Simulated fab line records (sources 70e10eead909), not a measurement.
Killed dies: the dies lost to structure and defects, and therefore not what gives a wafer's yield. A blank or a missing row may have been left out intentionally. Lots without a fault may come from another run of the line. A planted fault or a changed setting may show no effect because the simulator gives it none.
fab line records ; flow nandHarc
record lots=12; wafers=36; lastDay=29
route steps=1302 shown HYBRID_BOND@1242 THIN_TSV@1250 END@1302
lots that met no fault: from a run of the same line without faults
startH: start of the lot's first displayed wafer, in hours after the record's first day ; waitH: hours elapsed since this lot's preceding step ; " the same as in the row above ; L1.1+2: a single row standing in for several wafers ; - no value present, or no start provided ; * or withheld: withheld ; < > ~ a bound
route shown NAME@n: NAME is a module with steps in the file, n the number in the route of the first one ; usual: mean and standard deviation over wafers with no fault ; same: alike in all rows ; chamber/n: place in a boat ; sites: per-site readings ; _std_site: their standard deviation ; _edge_site: inner sites' mean taken away from outer sites' mean ; radiusMm: for every site, how far away it sits from the centre of the wafer ; mask NAME#n: copy n ; behind: the last tool/chamber to shape the wafer ; hold: why the lot was held/for how many hours/how that ended ; device: the transistor (n, p or np) that didn't switch ; end of line: the route-end tests of the same wafers ; a step with no rows: only its recipe ; killed: at the first sort, the dies lost to defects and structure; wafer yield is something else ; map: per-die view of a wafer (x killed, . not killed, _ where there is no die)
set.NAME: the setting as run; set.NAME@STEP: as run at that earlier step ; model.NAME: the simulator's own value behind a step, which no gauge read
a sample of lots followed through the steps of the route, with each step as a table and each wafer as a row
services: the hour from which a tool's chamber was out of use, counted from the record's first day as startH (under 0 if before that day), plus the number of hours and why
## steps
# step NHARC_HYBRID_BOND_OVL_MEAS_05
# usual overlayXNm=-2/30; overlayYNm=-2/34
lot.wafer;tool;chamber;startH;waitH;overlayXNm;overlayYNm
L481.2;overlay-01;-;557.48;0.4;-44;-4
L481.3;overlay-01;-;557.48;0.4;3;2
L481.5;overlay-01;-;557.48;0.4;-39;-21
L483.2;overlay-01;-;561.77;0.4;-19;-4
L483.4;overlay-01;-;561.77;0.4;9;-84
L483.6;overlay-01;-;561.77;0.4;-43;-10
L486.1;overlay-01;-;581.46;0.4;41;-72
L486.2;overlay-01;-;581.46;0.4;-6;-95
L486.4;overlay-01;-;581.46;0.4;-31;29
L485.2;overlay-02;-;586.02;0.4;53;-24
L485.5;overlay-02;-;586.02;0.4;-33;-40
L485.6;overlay-02;-;586.02;0.4;40;-13
L490.1;overlay-01;-;627.41;0.4;11;17
L490.3;overlay-01;-;627.41;0.4;3;6
L490.5;overlay-01;-;627.41;0.4;20;1
L488.1;overlay-02;-;632.52;0.4;35;19
L488.5;overlay-02;-;632.52;0.4;1;57
L488.6;overlay-02;-;632.52;0.4;-12;-37
L489.1;overlay-02;-;636.90;0.4;-23;-7
L489.3;overlay-02;-;636.90;0.4;-10;-7
L489.4;overlay-02;-;636.90;0.4;51;-93
L487.1;overlay-01;-;636.90;0.4;-22;-17
L487.2;overlay-01;-;636.90;0.4;-2;49
L487.4;overlay-01;-;636.90;0.4;10;-40
L492.1;overlay-01;-;656.97;0.4;16;35
L492.5;overlay-01;-;656.97;0.4;26;10
L492.6;overlay-01;-;656.97;0.4;-81;32
L494.1;overlay-02;-;674.63;0.4;-20;19
L494.4;overlay-02;-;674.63;0.4;-18;19
L494.6;overlay-02;-;674.63;0.4;-22;49
L495.2;overlay-02;-;682.76;0.4;-64;-27
L495.3;overlay-02;-;682.76;0.4;-4;-64
L495.6;overlay-02;-;682.76;0.4;22;-16
L493.1;overlay-01;-;682.78;0.4;26;18
L493.4;overlay-01;-;682.78;0.4;-28;-4
L493.6;overlay-01;-;682.78;0.4;8;-14
# step NHARC_THIN_TSV_DEP_43
# recipe targetThkA=13285; tempC=withheld; pressureTorr=6.5; rfW=900; teosFlowSccm=161.4; flowSccm=2650; targetThkNm=1328.5; gas=O2; material=SiO2
# usual rfFwdPowerW=898.1/3; throttleValvePct=15.8/0.39
lot.wafer;tool;chamber;startH;waitH;rfFwdPowerW;throttleValvePct
L481.2;pecvd-01;1;560.59;-;901.6;15.3
L481.3;pecvd-01;0;560.59;-;894.3;14.9
L481.5;pecvd-01;2;560.59;-;897.0;15.9
L483.2;pecvd-01;0;565.01;-;899.7;15.1
L483.6;pecvd-01;1;565.01;-;896.7;15.6
L483.4;pecvd-01;2;565.01;-;898.9;15.9
L486.1;pecvd-03;0;583.35;-;897.2;16.0
L486.2;pecvd-03;2;583.35;-;898.9;15.9
L486.4;pecvd-03;2;583.35;-;899.5;15.7
L485.2;pecvd-03;1;587.98;-;896.1;16.3
L485.5;pecvd-03;1;587.98;-;896.7;16.0
L485.6;pecvd-03;2;587.98;-;898.9;16.0
L490.1;pecvd-02;2;629.36;-;897.5;16.3
L490.3;pecvd-02;0;629.36;-;895.5;15.7
L490.5;pecvd-02;1;629.36;-;891.4;15.1
L488.1;pecvd-03;2;634.51;-;891.8;15.7
L488.6;pecvd-03;0;634.51;-;892.8;15.8
L488.5;pecvd-03;1;634.51;-;895.2;16.2
L487.2;pecvd-01;0;638.86;-;898.5;15.5
L487.1;pecvd-01;1;638.86;-;895.6;15.5
L487.4;pecvd-01;0;638.86;-;899.5;15.4
L489.1;pecvd-03;0;640.02;-;898.7;16.4
L489.3;pecvd-03;2;640.02;-;899.5;15.9
L489.4;pecvd-03;2;640.02;-;897.0;15.8
L492.1;pecvd-03;2;658.96;-;898.2;16.0
L492.5;pecvd-03;1;658.96;-;893.7;16.1
L492.6;pecvd-03;2;658.96;-;897.7;15.8
L494.1;pecvd-03;2;676.56;-;900.0;15.8
L494.4;pecvd-03;2;676.56;-;902.1;15.6
L494.6;pecvd-03;0;676.56;-;899.5;15.7
L495.2;pecvd-03;2;684.68;-;896.0;15.9
L495.3;pecvd-03;1;684.68;-;894.7;16.2
L495.6;pecvd-03;2;684.68;-;896.0;15.8
L493.1;pecvd-03;2;685.93;-;901.8;15.6
L493.6;pecvd-03;2;685.93;-;897.2;15.9
L493.4;pecvd-03;0;685.93;-;896.5;15.8
# step NHARC_THIN_TSV_DEP_47
# recipe targetThkA=2000; tempC=withheld; pressureTorr=6.5; rfW=900; teosFlowSccm=161.4; flowSccm=2650; targetThkNm=200; gas=O2; material=SiO2
# usual rfFwdPowerW=898.4/2.5; throttleValvePct=15.8/0.37
lot.wafer;tool;chamber;startH;waitH;rfFwdPowerW;throttleValvePct
L481.2;pecvd-03;2;563.14;-;893.2;15.6
L481.3;pecvd-03;1;563.14;-;895.0;16.1
L481.5;pecvd-03;1;563.14;-;893.4;16.0
L483.2;pecvd-01;1;567.69;-;900.1;15.3
L483.6;pecvd-01;2;567.69;-;897.0;15.9
L483.4;pecvd-01;0;567.69;-;895.1;15.4
L486.2;pecvd-03;1;586.00;-;898.9;15.9
L486.1;pecvd-03;2;586.00;-;898.9;15.8
L486.4;pecvd-03;0;586.00;-;897.8;16.0
L485.2;pecvd-03;0;590.47;-;900.1;15.6
L485.6;pecvd-03;0;590.47;-;897.2;15.7
L485.5;pecvd-03;2;590.47;-;896.4;15.6
L490.1;pecvd-02;0;632.11;-;898.1;15.9
L490.3;pecvd-02;2;632.11;-;898.4;16.4
L490.5;pecvd-02;0;632.11;-;897.1;15.8
L488.1;pecvd-03;1;637.02;-;904.0;15.9
L488.5;pecvd-03;1;637.02;-;898.2;16.4
L488.6;pecvd-03;2;637.02;-;899.1;15.8
L487.1;pecvd-03;0;641.96;-;896.7;16.0
L487.2;pecvd-03;2;641.96;-;899.2;15.7
L487.4;pecvd-03;2;641.96;-;897.1;15.8
L489.3;pecvd-01;1;642.70;-;896.7;15.5
L489.1;pecvd-01;2;642.70;-;898.5;16.0
L489.4;pecvd-01;1;642.70;-;899.1;15.4
L492.1;pecvd-01;2;661.51;-;899.9;16.2
L492.6;pecvd-01;0;661.51;-;901.6;15.6
L492.5;pecvd-01;1;661.51;-;900.3;15.6
L494.1;pecvd-03;0;679.71;-;899.2;16.1
L494.4;pecvd-03;1;679.71;-;901.5;16.1
L494.6;pecvd-03;0;679.71;-;896.7;15.8
L495.3;pecvd-01;1;687.28;-;899.5;15.3
L495.2;pecvd-01;2;687.28;-;896.1;16.0
L495.6;pecvd-01;1;687.28;-;896.4;15.2
L493.1;pecvd-03;2;688.70;-;900.5;15.8
L493.4;pecvd-03;2;688.70;-;899.4;15.5
L493.6;pecvd-03;0;688.70;-;899.2;16.1
# step NHARC_THIN_TSV_STRIP_56
# recipe powerW=1500; tempC=250; chemistry=O2
# usual drypumpMotorCurrentA=5.6/0.51; heaterPowerW=338/33
lot.wafer;tool;chamber;startH;waitH;drypumpMotorCurrentA;heaterPowerW;rfHoursCounterH
L481.2;plasmaAsher-01;0;567.82;0.1;5.8;317;7
L481.3;plasmaAsher-01;0;567.82;0.1;5.8;332;-
L481.5;plasmaAsher-01;0;567.82;0.1;5.8;333;-
L483.2;plasmaAsher-01;1;572.50;0.2;4.7;402;8
L483.4;plasmaAsher-01;0;572.50;0.2;5.8;318;-
L483.6;plasmaAsher-01;1;572.50;0.2;4.7;384;-
L486.1;plasmaAsher-02;0;590.60;0.1;6.2;322;37
L486.2;plasmaAsher-02;1;590.60;0.1;5.5;319;37
L486.4;plasmaAsher-02;1;590.60;0.1;5.5;331;-
L485.2;plasmaAsher-02;1;595.25;0.2;5.5;319;38
L485.5;plasmaAsher-02;0;595.25;0.2;6.1;322;-
L485.6;plasmaAsher-02;1;595.25;0.2;5.5;319;-
L490.1;plasmaAsher-02;0;637.04;0.1;6.1;336;5
L490.3;plasmaAsher-02;1;637.04;0.1;5.5;320;-
L490.5;plasmaAsher-02;1;637.04;0.1;5.5;323;-
L488.1;plasmaAsher-01;0;641.66;0.1;5.8;339;20
L488.5;plasmaAsher-01;1;641.66;0.1;4.7;395;-
L488.6;plasmaAsher-01;0;641.66;0.1;5.8;321;-
L487.1;plasmaAsher-01;0;646.71;0.1;5.8;321;22
L487.2;plasmaAsher-01;1;646.71;0.1;4.7;398;22
L487.4;plasmaAsher-01;1;646.71;0.1;4.7;392;-
L489.1;plasmaAsher-01;0;647.68;0.1;5.8;328;22
L489.3;plasmaAsher-01;1;647.68;0.1;4.7;394;-
L489.4;plasmaAsher-01;0;647.68;0.1;5.8;320;-
L492.1;plasmaAsher-01;0;666.16;0.1;5.8;332;26
L492.5;plasmaAsher-01;1;666.16;0.1;4.7;397;-
L492.6;plasmaAsher-01;0;666.16;0.1;5.8;320;-
L494.1;plasmaAsher-02;1;684.29;0.1;5.5;308;13
L494.4;plasmaAsher-02;1;684.29;0.1;5.5;306;-
L494.6;plasmaAsher-02;1;684.29;0.1;5.5;310;-
L495.2;plasmaAsher-02;1;692.13;0.1;5.5;310;16
L495.3;plasmaAsher-02;0;692.13;0.1;6.1;344;-
L495.6;plasmaAsher-02;1;692.13;0.1;5.5;316;-
L493.1;plasmaAsher-02;1;693.45;0.1;5.5;319;17
L493.4;plasmaAsher-02;0;693.45;0.1;6.1;337;-
L493.6;plasmaAsher-02;1;693.45;0.1;5.5;311;-
# step NHARC_END_SORT_01
# recipe tempC=25
# usual defectLimitedYield=93.3/1.5; killedAtArray=41/10; killedAtOther=0.8/0.91; killedAtPeriphery=4.2/2.9; killedDies=46/10; killedOpen=3.5/2.1; killedShort=2.5/1.6; sort_bin_2_pct=2.4/0.71; sort_bin_3_pct=0.6/0.33; sort_bin_4_pct=3.8/0.93; sortNPass=631/10; sortRimYieldPct=86/4.5; sortYieldPct=93.3/1.5
# same grossDies=677; sort_bin_5_pct[%]=0; sort_bin_6_pct[%]=0; sort_bin_7_pct[%]=0; sort_bin_8_pct[%]=0; sortRimNGross=106.00
lot.wafer;tool;chamber;startH;waitH;defectLimitedYield[%];killedAtArray;killedAtOther;killedAtPeriphery;killedDies;killedOpen;killedShort;sort_bin_2_pct[%];sort_bin_3_pct[%];sort_bin_4_pct[%];sortNPass;sortRimYieldPct[%];sortYieldPct[%]
L486.1;prober-01;0;600.52;2.5;95.6;28;1;1;30;3;1;1.3;0.1;3.0;647;92;95.6
L486.2;prober-01;0;601.32;2.8;95.6;26;0;4;30;7;0;1.5;0.1;2.8;647;92;95.6
L486.4;prober-01;0;602.92;3.4;94.8;32;1;2;35;3;4;1.5;0.1;3.5;642;92;94.8
L485.2;prober-02;0;604.47;2.8;93.5;44;0;0;44;0;1;3.0;0.1;3.4;633;82;93.5
L485.5;prober-02;0;606.86;3.7;93.4;40;0;5;45;6;3;2.7;0.3;3.7;632;82;93.4
L485.6;prober-02;0;607.66;4.0;91.3;53;4;2;59;3;5;2.8;1.6;4.3;618;85;91.3
L488.1;prober-01;0;648.90;2.5;94.2;36;1;2;39;4;4;2.1;0.9;2.8;638;92;94.2
L488.5;prober-01;0;652.09;3.7;93.9;35;2;4;41;3;4;1.8;0.6;3.7;636;88;93.9
L488.6;prober-01;0;652.89;4.0;93.4;42;2;1;45;4;2;2.5;0.4;3.7;632;88;93.4
L487.1;prober-01;0;656.72;2.5;93.1;44;1;2;47;6;0;2.4;0.3;4.3;630;90;93.1
L487.2;prober-01;0;657.52;2.8;92.9;46;0;2;48;4;5;1.2;0.7;5.2;629;87;92.9
L487.4;prober-01;0;659.11;3.4;93.6;40;0;3;43;8;0;2.7;0.4;3.2;634;84;93.6
L492.5;prober-02;0;676.03;3.7;93.6;38;2;3;43;2;4;3.4;0.1;2.8;634;83;93.6
L493.1;prober-01;0;700.50;2.5;92.5;47;0;4;51;4;4;3.0;0.7;3.8;626;92;92.5
L493.4;prober-01;0;702.90;3.4;92.6;48;1;1;50;1;4;2.7;0.7;4.0;627;86;92.6
L493.6;prober-01;0;704.50;4.0;0;41;631;5;677;0;5;95.3;1.0;3.7;0;0;0
L495.2;prober-02;0;701.31;2.8;0;38;637;2;677;6;1;96.2;0.1;3.7;0;0;0
L495.3;prober-02;0;702.12;3.1;0;44;633;0;677;6;3;95.7;0.3;4.0;0;0;0
L495.6;prober-02;0;704.56;4.1;0;34;641;2;677;4;3;97.0;0.3;2.7;0;0;0
# killed by level:class
L486.1 A_CONTACT:chamberFilmFlake=8 A_CHANNEL_HOLE_D2:chamberFilmFlake=7 A_ZERO_WELL:chamberFilmFlake=2 A_CHANNEL_HOLE_D1:chamberFilmFlake=2 A_BONDPAD:chamberFilmFlake=2 A_ONON_D1:geometricParticle:open=1 A_CHANNEL_FILL_D2:geometricParticle:open=1 A_M0:geometricParticle:short=1
L486.2 A_CHANNEL_HOLE_D2:chamberFilmFlake=8 A_CONTACT:chamberFilmFlake=7 A_BONDPAD:chamberFilmFlake=3 P_M1:geometricParticle:open=2 A_CHANNEL_HOLE_D1:chamberFilmFlake=2 A_STAIRCASE:chamberFilmFlake=2 P_STI:geometricParticle:open=1 P_M0:geometricParticle:open=1
L486.4 A_CONTACT:chamberFilmFlake=7 A_CHANNEL_HOLE_D2:chamberFilmFlake=5 A_CHANNEL_HOLE_D1:chamberFilmFlake=4 A_BONDPAD:chamberFilmFlake=4 A_STAIRCASE:chamberFilmFlake=3 A_DECK1_JOINT:geometricParticle:short=2 A_SLIT:chamberFilmFlake=2 P_GATE:geometricParticle:short=1
L485.2 A_CHANNEL_HOLE_D2:chamberFilmFlake=15 A_CHANNEL_HOLE_D1:chamberFilmFlake=11 A_SLIT:chamberFilmFlake=10 A_CONTACT:chamberFilmFlake=4 A_ONON_D2:geometricParticle:short=1 A_DECK1_JOINT:chamberFilmFlake=1 A_STAIRCASE:chamberFilmFlake=1 A_SGD_CUT:chamberFilmFlake=1
L485.5 A_CHANNEL_HOLE_D1:chamberFilmFlake=11 A_CHANNEL_HOLE_D2:chamberFilmFlake=10 A_SLIT:chamberFilmFlake=9 P_GATE:chamberFilmFlake=2 A_CONTACT:chamberFilmFlake=2 P_CONTACT:geometricParticle:open=1 P_M0:geometricParticle:short=1 A_ONON_D1:geometricParticle:open=1
L485.6 A_CHANNEL_HOLE_D2:chamberFilmFlake=14 A_SLIT:chamberFilmFlake=14 A_CHANNEL_HOLE_D1:chamberFilmFlake=12 THIN_TSV:chamberFilmFlake=4 A_CONTACT:chamberFilmFlake=3 A_M0:geometricParticle:short=2 A_CHANNEL_FILL_D1:chamberFilmFlake=2 P_GATE:geometricParticle:open=1
L488.1 A_SLIT:chamberFilmFlake=14 A_CHANNEL_HOLE_D1:chamberFilmFlake=5 A_CHANNEL_HOLE_D2:chamberFilmFlake=3 A_CONTACT:chamberFilmFlake=3 P_M0:geometricParticle:short=2 A_M0:geometricParticle:open=2 A_ZERO_WELL:chamberFilmFlake=2 A_DECK1_JOINT:chamberFilmFlake=2
L488.5 A_SLIT:chamberFilmFlake=13 A_CHANNEL_HOLE_D2:chamberFilmFlake=9 A_WL_FILL:chamberFilmFlake=2 A_CONTACT:chamberFilmFlake=2 P_GATE:geometricParticle:open=1 A_SOURCE_PLATE:geometricParticle:short=1 A_ONON_D1:geometricParticle:short=1 A_DECK1_JOINT:geometricParticle:short=1
L488.6 A_SLIT:chamberFilmFlake=14 A_CHANNEL_HOLE_D2:chamberFilmFlake=5 A_CHANNEL_HOLE_D1:chamberFilmFlake=4 A_CONTACT:chamberFilmFlake=4 A_BLC:chamberFilmFlake=3 A_CONTACT:geometricParticle:open=2 A_CHANNEL_FILL_D1:chamberFilmFlake=2 A_STAIRCASE:chamberFilmFlake=2
L487.1 A_CHANNEL_HOLE_D1:chamberFilmFlake=20 A_CHANNEL_HOLE_D2:chamberFilmFlake=9 A_STAIRCASE:chamberFilmFlake=8 A_DECK1_JOINT:geometricParticle:open=2 A_CHANNEL_FILL_D2:geometricParticle:open=2 P_ZERO_WELL:chamberFilmFlake=2 A_ONON_D1:geometricParticle:open=1 A_CHANNEL_HOLE_D1:geometricParticle:open=1
L487.2 A_CHANNEL_HOLE_D1:chamberFilmFlake=17 A_CHANNEL_HOLE_D2:chamberFilmFlake=7 A_STAIRCASE:chamberFilmFlake=7 A_CONTACT:chamberFilmFlake=4 A_SLIT:chamberFilmFlake=2 P_GATE:geometricParticle:short=1 A_CHANNEL_FILL_D1:geometricParticle:open=1 A_CHANNEL_FILL_D1:geometricParticle:short=1
L487.4 A_CHANNEL_HOLE_D1:chamberFilmFlake=14 A_CHANNEL_HOLE_D2:chamberFilmFlake=7 A_STAIRCASE:chamberFilmFlake=7 A_M0:geometricParticle:open=2 A_SLIT:chamberFilmFlake=2 A_CONTACT:chamberFilmFlake=2 P_CONTACT:geometricParticle:open=1 A_ONON_D1:geometricParticle:open=1
L492.5 A_CHANNEL_HOLE_D1:chamberFilmFlake=17 A_CHANNEL_HOLE_D2:chamberFilmFlake=11 A_WL_FILL:geometricParticle:short=2 P_ZERO_WELL:chamberFilmFlake=2 A_WL_FILL:chamberFilmFlake=2 THIN_TSV:chamberFilmFlake=2 A_ONON_D1:geometricParticle:open=1 A_CHANNEL_FILL_D1:geometricParticle:short=1
L493.1 A_CHANNEL_HOLE_D1:chamberFilmFlake=21 A_SLIT:chamberFilmFlake=5 A_CONTACT:chamberFilmFlake=5 A_CHANNEL_HOLE_D2:chamberFilmFlake=3 A_STAIRCASE:chamberFilmFlake=3 A_CHANNEL_FILL_D1:geometricParticle:short=2 A_CHANNEL_FILL_D1:chamberFilmFlake=2 A_WL_FILL:chamberFilmFlake=2
L495.2 THIN_TSV:areaDep=637 A_CHANNEL_HOLE_D2:chamberFilmFlake=14 A_CONTACT:chamberFilmFlake=6 A_DECK1_JOINT:chamberFilmFlake=4 A_CHANNEL_FILL_D2:chamberFilmFlake=2 A_STAIRCASE:chamberFilmFlake=2 A_SLIT:chamberFilmFlake=2 P_GATE:geometricParticle:open=1
L495.3 THIN_TSV:areaDep=633 A_CHANNEL_HOLE_D2:chamberFilmFlake=12 A_CONTACT:chamberFilmFlake=7 A_SLIT:chamberFilmFlake=6 A_DECK1_JOINT:chamberFilmFlake=3 A_SOURCE_PLATE:geometricParticle:open=2 A_M0:geometricParticle:short=2 A_CHANNEL_HOLE_D1:chamberFilmFlake=2
L493.4 A_CHANNEL_HOLE_D1:chamberFilmFlake=21 A_SLIT:chamberFilmFlake=10 A_STAIRCASE:chamberFilmFlake=4 A_CHANNEL_HOLE_D2:chamberFilmFlake=3 A_CONTACT:chamberFilmFlake=3 A_WL_FILL:geometricParticle:short=2 A_M0:chamberFilmFlake=2 A_ONON_D1:geometricParticle:short=1
L493.6 THIN_TSV:areaDep=631 A_CHANNEL_HOLE_D1:chamberFilmFlake=22 A_SLIT:chamberFilmFlake=7 A_CHANNEL_FILL_D1:geometricParticle:short=3 P_GATE:chamberFilmFlake=3 A_STAIRCASE:chamberFilmFlake=2 A_CONTACT:chamberFilmFlake=2 P_M0:geometricParticle:short=1
L495.6 THIN_TSV:areaDep=640 A_CONTACT:chamberFilmFlake=9 A_CHANNEL_HOLE_D2:chamberFilmFlake=8 A_CHANNEL_HOLE_D1:chamberFilmFlake=3 A_STAIRCASE:chamberFilmFlake=3 A_CHANNEL_FILL_D2:geometricParticle:open=2 A_CHANNEL_FILL_D1:chamberFilmFlake=2 A_DECK1_JOINT:chamberFilmFlake=2
## services
tool;chamber;startH;hours;kind
pecvd-03;-;547.14;13.0;pm
pecvd-03;0;547.14;13.0;ventCycle
pecvd-03;1;547.14;13.0;ventCycle
pecvd-03;2;547.14;13.0;ventCycle
pecvd-03;0;560.14;-;clean
pecvd-03;1;560.14;-;clean
pecvd-03;2;560.14;-;clean
pecvd-02;-;589.30;13.0;pm
pecvd-02;0;589.30;29.5;ventCycle
pecvd-02;1;589.30;13.0;ventCycle
plasmaAsher-02;-;603.15;9.0;pm
plasmaAsher-02;0;603.15;9.0;ventCycle
plasmaAsher-02;1;603.15;9.0;ventCycle
pecvd-03;-;607.19;0.6;repair
plasmaAsher-02;0;612.15;-;clean
plasmaAsher-02;1;612.15;-;clean
pecvd-01;-;673.22;13.0;pm
pecvd-01;0;673.22;13.0;ventCycle
pecvd-01;1;673.22;13.0;ventCycle
pecvd-01;2;673.22;13.0;ventCycle
plasmaAsher-01;-;683.56;3.4;repair
pecvd-01;0;686.22;-;clean
pecvd-01;1;686.22;-;clean
pecvd-01;2;686.22;-;clean
## key
firstSign step=NHARC_END_SORT_01; reading=killedAtOther; direction=up; sigmas=99+; usual=0.8; struck=635.5
effect step=NHARC_END_SORT_01; reading=sort_bin_2_pct; direction=up; sigmas=99+; usual=2.4; struck=96.0
moreKillsBornAt NHARC_THIN_TSV_DEP_43@pecvd-03=2541
metAt NHARC_THIN_TSV_DEP_43
struckLots L493,L495
struckWafers L493.6,L495.2,L495.3,L495.6
laterRowsLeftOut L493.6,L495.2,L495.3,L495.6
notActingAt NHARC_HYBRID_BOND_OVL_MEAS_05,NHARC_THIN_TSV_DEP_47,NHARC_THIN_TSV_STRIP_56
onsetBetween 676.56 684.68
fault kind=processParameterDrift; tool=pecvd-03; chamber=-; onsetH=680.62; steps=NHARC_THIN_TSV_DEP_43; channel=targetThkNm; offset=1112; shape=step; endH=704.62; scope=struckWafersOnly; actsIn=theseRecipesOnly; stated=1328.5
# laterRowsLeftOut: the simulator's readings of these wafers behind a module that went badly wrong aren't trusted and aren't shown, but for the sort
